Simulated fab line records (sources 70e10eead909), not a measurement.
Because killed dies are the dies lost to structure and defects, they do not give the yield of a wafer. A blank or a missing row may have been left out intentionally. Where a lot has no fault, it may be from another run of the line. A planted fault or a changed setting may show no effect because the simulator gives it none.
fab line records	flow nandHarc	part 1 of 2: steps 1 to 4 of 6
[record] lots = 24	wafers = 72	lastDay = 33
route steps=1302 shown A_DECK1_JOINT@528 A_CHANNEL_HOLE_D2@582 A_CHANNEL_FILL_D2@620 A_STAIRCASE@652
lots with no fault: from the same line, run without faults
startH: hours from the record's opening day to when the first of the lot's shown wafers began	waitH: hours elapsed since this lot's preceding step	" identical to the entry in the row above	L1.1+2: several wafers, shown together as one row	- either no value or no given start	* or withheld: withheld	< > ~ a bound
route shown NAME@n: a module of which the file shows steps, and the number in the route of the first	usual: mean/standard deviation of fault-free wafers	same: alike in all rows	chamber/n: place in a boat	sites: per-site readings	_std_site: their standard deviation	_edge_site: the outer-site mean with the inner-site mean subtracted	radiusMm: for every site, how far away it sits from the centre of the wafer	mask NAME#n: copy n	behind: the last tool/chamber to shape the wafer	hold: why the lot was held/for how many hours/how that ended	device: the transistor (n, p or np) that didn't switch	end of line: at the end of the route, the tests of the same wafers	step lacking rows: just its recipe	killed: dies lost to structure and defects at the first sort, not the wafer's yield	map: per-die view of a wafer (x killed, . not killed, _ where there is no die)
set.NAME: the setting as run; set.NAME@STEP: as run at that earlier step	model.NAME: the simulator's own value behind a step, which no gauge read
one table for each step of the route and one row for each wafer, over a sample of lots
services: the hour from which a tool's chamber was out of use, counted from the record's first day as startH (under 0 if before that day), plus the number of hours and why
[[steps]]
[step NHARC_A_DECK1_JOINT_THK_MEAS_14]
[recipe] thkMeasGauge = ellipsometry
[usual] thkNm = 51.4/1.4
lot.wafer	tool	chamber	startH	waitH	thkNm
L074.1	filmMetro-01	-	249.32	0.2	50.4
L074.2	"	-	"	"	52.8
L074.5	"	-	"	"	51.3
L076.2	filmMetro-01	-	268.76	0.2	50.2
L076.4	"	-	"	"	53.0
L076.5	"	-	"	"	50.7
L075.1	filmMetro-02	-	268.77	0.2	52.2
L075.3	"	-	"	"	50.0
L075.6	"	-	"	"	49.3
L077.1	filmMetro-01	-	274.82	0.2	50.1
L077.3	"	-	"	"	50.3
L077.5	"	-	"	"	50.2
L078.1	filmMetro-02	-	283.06	0.2	54.0
L078.2	"	-	"	"	52.8
L078.5	"	-	"	"	50.9
L079.1	filmMetro-01	-	306.22	0.2	50.5
L079.2	"	-	"	"	51.7
L079.5	"	-	"	"	51.4
L080.1	filmMetro-01	-	306.27	0.2	49.9
L080.3	"	-	"	"	51.1
L080.5	"	-	"	"	48.5
L081.3	filmMetro-01	-	328.67	0.2	51.7
L081.4	"	-	"	"	52.6
L081.6	"	-	"	"	50.7
L082.2	filmMetro-01	-	347.33	0.2	50.6
L082.4	"	-	"	"	53.1
L082.6	"	-	"	"	52.5
L083.1	filmMetro-01	-	353.35	0.2	52.0
L083.2	"	-	"	"	51.9
L083.3	"	-	"	"	49.2
L084.2	filmMetro-02	-	358.65	0.2	50.1
L084.3	"	-	"	"	49.7
L084.6	"	-	"	"	50.0
L085.1	filmMetro-02	-	364.15	0.2	49.5
L085.2	"	-	"	"	53.5
L085.6	"	-	"	"	51.5
L086.1	filmMetro-01	-	364.25	0.2	48.5
L086.2	"	-	"	"	51.2
L086.5	"	-	"	"	51.9
L087.1	filmMetro-01	-	373.41	0.2	50.4
L087.4	"	-	"	"	49.9
L087.6	"	-	"	"	51.2
L088.2	filmMetro-02	-	405.65	0.2	52.4
L088.3	"	-	"	"	50.5
L088.5	"	-	"	"	52.4
L089.2	filmMetro-02	-	410.26	0.2	53.2
L089.3	"	-	"	"	51.4
L089.5	"	-	"	"	53.5
L091.1	filmMetro-02	-	413.74	0.2	53.1
L091.5	"	-	"	"	52.4
L091.6	"	-	"	"	50.7
L092.1	filmMetro-01	-	420.19	0.2	51.1
L092.5	"	-	"	"	53.0
L092.6	"	-	"	"	53.2
L090.2	filmMetro-02	-	420.19	0.2	52.9
L090.3	"	-	"	"	51.5
L090.5	"	-	"	"	50.2
L093.1	filmMetro-01	-	438.73	0.2	51.0
L093.2	"	-	"	"	50.7
L093.3	"	-	"	"	52.3
L094.2	filmMetro-02	-	451.83	0.2	54.5
L094.4	"	-	"	"	51.9
L094.5	"	-	"	"	51.8
L095.3	filmMetro-01	-	467.15	0.2	51.3
L095.4	"	-	"	"	49.2
L095.6	"	-	"	"	50.3
L096.1	filmMetro-02	-	477.68	0.2	52.1
L096.3	"	-	"	"	53.9
L096.6	"	-	"	"	51.2
L097.1	filmMetro-01	-	484.36	0.2	50.3
L097.2	"	-	"	"	49.1
L097.6	"	-	"	"	50.1
[step NHARC_A_CHANNEL_HOLE_D2_CD_MEAS_10]
[recipe] targetCdNm = 100	landingEnergyEv = 500
[usual] cdNm = 100.0/0.57
lot.wafer	tool	chamber	startH	waitH	cdNm
L074.1	cdSem-01	0	288.34	-	99.4
L074.2	"	0	"	"	100.2
L074.5	"	0	"	"	99.7
L075.1	cdSem-02	0	308.52	-	99.9
L075.3	"	0	"	"	99.8
L075.6	"	0	"	"	100.2
L076.2	cdSem-01	0	310.55	-	100.4
L076.4	"	0	"	"	100.1
L076.5	"	0	"	"	100.7
L077.1	cdSem-03	0	316.29	-	99.5
L077.3	"	0	"	"	99.7
L077.5	"	0	"	"	99.6
L078.1	cdSem-01	0	326.01	-	100.4
L078.2	"	0	"	"	100.1
L078.5	"	0	"	"	100.1
L079.1	cdSem-02	0	346.65	-	100.4
L079.2	"	0	"	"	99.3
L079.5	"	0	"	"	99.2
L080.1	cdSem-01	0	347.05	-	99.9
L080.3	"	0	"	"	99.6
L080.5	"	0	"	"	99.6
L081.3	cdSem-02	0	366.20	-	100.2
L081.4	"	0	"	"	99.6
L081.6	"	0	"	"	99.6
L082.2	cdSem-02	0	387.88	-	100.4
L082.4	"	0	"	"	100.5
L082.6	"	0	"	"	100.4
L083.1	cdSem-02	0	394.32	-	100.4
L083.2	"	0	"	"	100.3
L083.3	"	0	"	"	100.2
L085.1	cdSem-03	0	404.35	-	100.5
L085.2	"	0	"	"	99.6
L085.6	"	0	"	"	99.8
L086.1	cdSem-02	0	404.53	-	100.1
L086.2	"	0	"	"	100.3
L086.5	"	0	"	"	99.4
L084.2	cdSem-03	0	405.11	-	100.6
L084.3	"	0	"	"	100.3
L084.6	"	0	"	"	100.7
L087.1	cdSem-02	0	417.42	-	100.7
L087.4	"	0	"	"	100.2
L087.6	"	0	"	"	101.0
L088.2	cdSem-01	0	443.41	-	100.4
L088.3	"	0	"	"	101.1
L088.5	"	0	"	"	100.3
L091.1	cdSem-01	0	451.48	-	99.3
L091.5	"	0	"	"	100.1
L091.6	"	0	"	"	99.0
L089.2	cdSem-03	0	451.65	-	100.3
L089.3	"	0	"	"	100.4
L089.5	"	0	"	"	99.8
L090.2	cdSem-01	0	463.30	-	100.9
L090.3	"	0	"	"	99.1
L090.5	"	0	"	"	100.1
L092.1	cdSem-02	0	464.45	-	98.5
L092.5	"	0	"	"	98.0
L092.6	"	0	"	"	98.7
L093.1	cdSem-01	0	479.54	-	100.0
L093.2	"	0	"	"	99.2
L093.3	"	0	"	"	99.4
L094.2	cdSem-03	0	494.92	-	99.7
L094.4	"	0	"	"	99.9
L094.5	"	0	"	"	99.7
L095.3	cdSem-03	0	512.79	-	99.9
L095.4	"	0	"	"	100.4
L095.6	"	0	"	"	100.8
L096.1	cdSem-02	0	515.15	-	100.7
L096.3	"	0	"	"	99.9
L096.6	"	0	"	"	100.0
L097.1	cdSem-03	0	523.66	-	99.5
L097.2	"	0	"	"	99.4
L097.6	"	0	"	"	100.2
[step NHARC_A_CHANNEL_HOLE_D2_OVL_MEAS_11]
[usual] overlayXNm = 0.1/0.83	overlayYNm = -0.2/0.79
lot.wafer	tool	chamber	startH	waitH	overlayXNm	overlayYNm
L074.1	overlay-01	-	288.43	-	0.3	-1.4
L074.2	"	-	"	"	0.3	-1.2
L074.5	"	-	"	"	0.3	-1.2
L075.1	overlay-02	-	308.61	-	-0.4	-0.1
L075.3	"	-	"	"	0.5	-0.3
L075.6	"	-	"	"	0.0	-0.7
L076.2	overlay-02	-	310.63	-	0.1	1.0
L076.4	"	-	"	"	0.1	0.4
L076.5	"	-	"	"	0.6	0.0
L077.1	overlay-02	-	316.37	-	-1.2	-0.9
L077.3	"	-	"	"	-1.2	-0.8
L077.5	"	-	"	"	-0.9	-0.7
L078.1	overlay-02	-	326.10	-	0.9	0.1
L078.2	"	-	"	"	0.5	0.0
L078.5	"	-	"	"	0.9	0.2
L079.1	overlay-02	-	346.74	-	0.0	-0.2
L079.2	"	-	"	"	0.3	-0.2
L079.5	"	-	"	"	-0.2	-0.5
L080.1	overlay-01	-	347.14	-	-0.5	-1.2
L080.3	"	-	"	"	-0.1	-0.3
L080.5	"	-	"	"	-0.5	-0.5
L081.3	overlay-01	-	366.28	-	2.1	-1.0
L081.4	"	-	"	"	2.2	-0.4
L081.6	"	-	"	"	1.9	-0.8
L082.2	overlay-01	-	387.97	-	0.8	1.4
L082.4	"	-	"	"	0.9	1.5
L082.6	"	-	"	"	0.4	1.5
L083.1	overlay-02	-	394.41	-	1.1	1.5
L083.2	"	-	"	"	0.7	1.2
L083.3	"	-	"	"	0.8	1.1
L085.1	overlay-01	-	404.44	-	-1.5	-0.3
L085.2	"	-	"	"	-1.7	-0.3
L085.6	"	-	"	"	-2.0	-0.6
L086.1	overlay-02	-	404.62	-	-0.8	-0.1
L086.2	"	-	"	"	0.2	0.5
L086.5	"	-	"	"	-0.4	-0.3
L084.2	overlay-01	-	405.19	-	0.8	0.0
L084.3	"	-	"	"	0.4	-0.5
L084.6	"	-	"	"	-0.1	-0.5
L087.1	overlay-01	-	417.51	-	0.3	-0.6
L087.4	"	-	"	"	0.1	0.0
L087.6	"	-	"	"	0.0	0.1
L088.2	overlay-02	-	443.50	-	0.7	-1.4
L088.3	"	-	"	"	0.5	-0.9
L088.5	"	-	"	"	0.8	-0.9
L091.1	overlay-01	-	451.56	-	-1.9	-0.7
L091.5	"	-	"	"	-1.5	-1.0
L091.6	"	-	"	"	-1.7	-0.5
L089.2	overlay-02	-	451.74	-	-0.4	-0.8
L089.3	"	-	"	"	-0.3	-0.9
L089.5	"	-	"	"	-0.4	-0.4
L090.2	overlay-01	-	463.39	-	0.2	-0.8
L090.3	"	-	"	"	0.3	-0.5
L090.5	"	-	"	"	0.2	0.1
L092.1	overlay-02	-	464.54	-	-0.9	-1.6
L092.5	"	-	"	"	-0.4	-1.2
L092.6	"	-	"	"	-0.5	-1.3
L093.1	overlay-02	-	479.63	-	-0.1	0.1
L093.2	"	-	"	"	0.8	0.0
L093.3	"	-	"	"	0.2	0.4
L094.2	overlay-01	-	495.00	-	0.5	0.3
L094.4	"	-	"	"	0.8	0.5
L094.5	"	-	"	"	1.2	-0.2
L095.3	overlay-01	-	512.88	-	0.8	-0.5
L095.4	"	-	"	"	0.7	-0.9
L095.6	"	-	"	"	0.4	-0.9
L096.1	overlay-01	-	515.24	-	0.0	0.5
L096.3	"	-	"	"	0.0	1.5
L096.6	"	-	"	"	0.1	0.5
L097.1	overlay-02	-	523.75	-	0.5	-1.2
L097.2	"	-	"	"	0.1	-1.1
L097.6	"	-	"	"	0.3	-0.9
[step NHARC_A_CHANNEL_HOLE_D2_ETCH_44]
[recipe] targetDepthA = 1400	overetchA = 140	timeS = 77	ionEnergyEv = 100	cf4FlowSccm = 80	o2FlowSccm = 20	arFlowSccm = 0	rfW = 300	biasW = 100	chemistry = CF4/O2
[usual] biasW = 100.01/0.27	chamberPressureMTorr = 29.997/0.025	drypumpMotorCurrentA = 5.8/0.61	oesProductAu = 0.999/0.0099	rfVppV = 196.9/1.3	showerheadPlenumPTorr = 1.29/0.053	throttleValvePct = 13.398/0.0093
lot.wafer	tool	chamber	startH	waitH	biasW	chamberPressureMTorr	drypumpMotorCurrentA	oesProductAu	rfHoursCounterH	rfVppV	showerheadPlenumPTorr	throttleValvePct
L074.2	rieDiel-11	2	299.53	0.1	100.22	30.004	6.4	0.991	1.9	196.1	1.27	13.394
L074.1	"	3	"	"	99.73	29.978	4.9	0.993	1.9	196.3	1.26	13.393
L074.5	"	3	"	"	99.81	29.965	4.9	0.997	-	195.6	1.26	13.388
L075.1	rieDiel-07	3	314.60	0.1	99.84	30.014	5.8	0.986	0.7	195.8	1.25	13.395
L075.3	"	1	"	"	99.79	29.967	5.3	0.991	0.6	197.8	1.36	13.402
L075.6	"	3	"	"	99.77	29.987	5.8	0.988	-	196.2	1.25	13.419
L076.2	rieDiel-07	3	316.64	0.1	99.98	30.015	5.9	0.990	0.8	195.3	1.25	13.395
L076.4	"	0	"	"	100.08	30.005	5.7	1.016	0.8	195.3	1.25	13.408
L076.5	"	3	"	"	99.84	29.993	5.8	0.991	-	195.4	1.25	13.412
L077.3	rieDiel-11	2	322.43	0.1	100.08	29.989	6.4	0.996	3.4	196.7	1.27	13.387
L077.1	"	3	"	"	99.97	29.974	4.9	1.001	3.8	195.5	1.26	13.391
L077.5	"	0	"	"	99.84	30.034	6.4	1.013	-	196.0	1.27	13.393
L078.1	rieDiel-12	1	332.12	0.1	100.00	30.056	6.1	1.003	3.3	197.2	1.25	13.398
L078.2	"	2	"	"	99.74	29.984	5.6	1.014	3.6	196.5	1.26	13.396
L078.5	"	0	"	"	99.88	29.972	4.8	1.004	-	197.9	1.36	13.395
L079.1	rieDiel-11	1	353.51	0.1	99.58	30.028	6.5	0.995	4.3	198.2	1.40	13.398
L079.2	"	0	"	"	100.40	29.978	6.3	1.018	5.4	196.8	1.27	13.396
L079.5	"	2	"	"	100.20	30.020	6.4	0.993	-	196.9	1.27	13.401
L080.3	rieDiel-12	3	353.67	0.0	99.95	30.004	5.5	0.991	5.3	198.2	1.31	13.416
L080.1	"	0	"	"	100.24	30.047	4.8	0.991	5.3	198.0	1.36	13.387
L080.5	"	0	"	"	100.09	29.973	4.8	0.998	-	198.2	1.36	13.388
L081.3	rieDiel-11	3	372.43	0.1	99.52	30.001	4.9	0.987	5.9	195.1	1.26	13.408
L081.4	"	1	"	"	100.13	30.000	6.6	0.996	4.7	198.5	1.40	13.404
L081.6	"	3	"	"	99.71	29.937	4.9	0.997	-	195.1	1.26	13.401
L082.4	rieDiel-07	1	394.00	0.1	99.63	30.060	5.3	0.992	6.2	198.5	1.36	13.395
L082.2	"	2	"	"	100.32	30.011	5.7	0.982	5.8	198.5	1.37	13.399
L082.6	"	3	"	"	100.18	29.977	5.8	0.994	-	196.7	1.25	13.385
L083.3	rieDiel-11	1	400.38	0.1	100.06	29.966	6.6	1.013	6.1	199.9	1.40	13.392
L083.2	"	2	"	"	99.94	29.978	6.5	1.007	6.8	198.6	1.27	13.404
L083.1	"	3	"	"	99.82	29.998	4.9	1.010	7.2	195.8	1.26	13.391
L085.1	rieDiel-11	0	410.44	0.1	100.24	29.998	6.4	1.023	7.9	194.4	1.27	13.388
L085.2	"	2	"	"	100.42	30.023	6.5	1.003	7.6	196.2	1.27	13.411
L085.6	"	0	"	"	100.45	29.969	6.4	1.012	-	196.5	1.27	13.396
L086.2	rieDiel-12	3	410.65	0.1	100.30	30.028	5.5	0.988	8.0	196.4	1.31	13.422
L086.1	"	0	"	"	100.07	30.013	4.7	0.998	7.7	199.2	1.36	13.404
L086.5	"	1	"	"	99.93	29.975	6.1	0.990	-	196.6	1.25	13.396
L084.3	rieDiel-11	3	414.62	0.0	99.93	29.982	4.9	0.990	8.3	196.2	1.26	13.386
L084.2	"	0	"	"	100.14	30.036	6.3	1.010	8.3	196.0	1.27	13.402
L084.6	"	3	"	"	99.57	30.022	4.9	0.989	-	195.7	1.26	13.384
L087.4	rieDiel-11	1	426.78	0.1	100.08	29.972	6.5	0.992	8.4	200.2	1.40	13.408
L087.1	"	2	"	"	99.86	30.007	6.4	0.994	9.0	198.0	1.27	13.391
L087.6	"	3	"	"	99.62	29.996	4.9	0.994	-	194.8	1.26	13.400
L088.3	rieDiel-07	3	449.52	0.1	99.83	29.995	5.9	0.996	8.4	196.5	1.25	13.397
L088.2	"	0	"	"	99.95	30.015	5.7	0.991	9.9	195.0	1.25	13.412
L088.5	"	3	"	"	99.95	29.986	5.8	0.996	-	197.4	1.25	13.392
L091.1	rieDiel-11	3	460.23	0.1	100.25	30.047	4.9	1.005	0.9	195.2	1.26	13.391
L091.5	"	1	"	"	99.99	29.992	6.6	1.014	-	199.6	1.40	13.405
L091.6	"	2	"	"	100.19	29.964	6.5	1.002	-	195.8	1.27	13.395
L089.3	rieDiel-11	2	463.38	0.1	99.90	30.022	6.5	0.992	0.9	196.5	1.27	13.382
L089.2	"	3	"	"	100.05	29.964	4.9	0.999	1.0	195.4	1.26	13.415
L089.5	"	0	"	"	100.59	30.006	6.3	1.014	-	196.6	1.27	13.402
L090.2	rieDiel-11	2	469.38	0.0	99.78	29.988	6.4	0.990	1.4	197.9	1.27	13.389
L090.3	"	0	"	"	100.20	29.969	6.3	1.020	2.0	196.5	1.27	13.381
L090.5	"	2	"	"	100.14	29.997	6.4	0.992	-	197.0	1.27	13.385
L092.1	rieDiel-11	1	471.73	0.1	99.96	29.987	6.5	1.011	2.1	199.7	1.40	13.417
L092.5	"	2	"	"	99.96	29.982	6.4	0.993	-	196.1	1.27	13.406
L092.6	"	3	"	"	99.65	30.024	4.9	1.001	-	196.5	1.26	13.415
L093.3	rieDiel-07	3	485.63	0.0	100.07	30.009	5.8	1.009	0.0	195.5	1.24	13.384
L093.2	"	0	"	"	100.11	29.983	5.7	0.996	0.1	195.9	1.25	13.414
L093.1	"	2	"	"	99.83	29.938	5.7	0.987	0.1	197.4	1.37	13.385
L094.2	rieDiel-11	3	501.01	0.1	99.50	30.025	4.9	0.997	2.2	194.8	1.26	13.407
L094.4	"	1	"	"	99.73	30.005	6.5	1.014	2.6	198.9	1.40	13.403
L094.5	"	3	"	"	100.06	29.990	4.9	1.003	-	196.4	1.26	13.389
L095.3	rieDiel-07	0	518.87	0.1	99.89	29.997	5.7	0.997	1.3	195.3	1.25	13.412
L095.4	"	1	"	"	100.03	29.965	5.3	0.985	1.5	198.5	1.35	13.398
L095.6	"	2	"	"	99.89	30.030	5.7	1.000	-	199.8	1.37	13.395
L096.1	rieDiel-11	3	521.24	0.1	99.78	29.969	4.9	1.005	3.3	196.1	1.26	13.392
L096.3	"	0	"	"	99.82	29.979	6.4	1.014	3.6	197.9	1.27	13.383
L096.6	"	2	"	"	100.01	30.025	6.4	0.990	-	195.7	1.27	13.394
L097.2	rieDiel-12	1	529.73	0.0	100.37	29.968	6.1	0.996	6.2	196.7	1.25	13.392
L097.1	"	2	"	"	99.83	29.996	5.6	1.011	6.2	196.1	1.26	13.398
L097.6	"	1	"	"	99.54	29.940	6.2	0.997	-	195.8	1.25	13.410
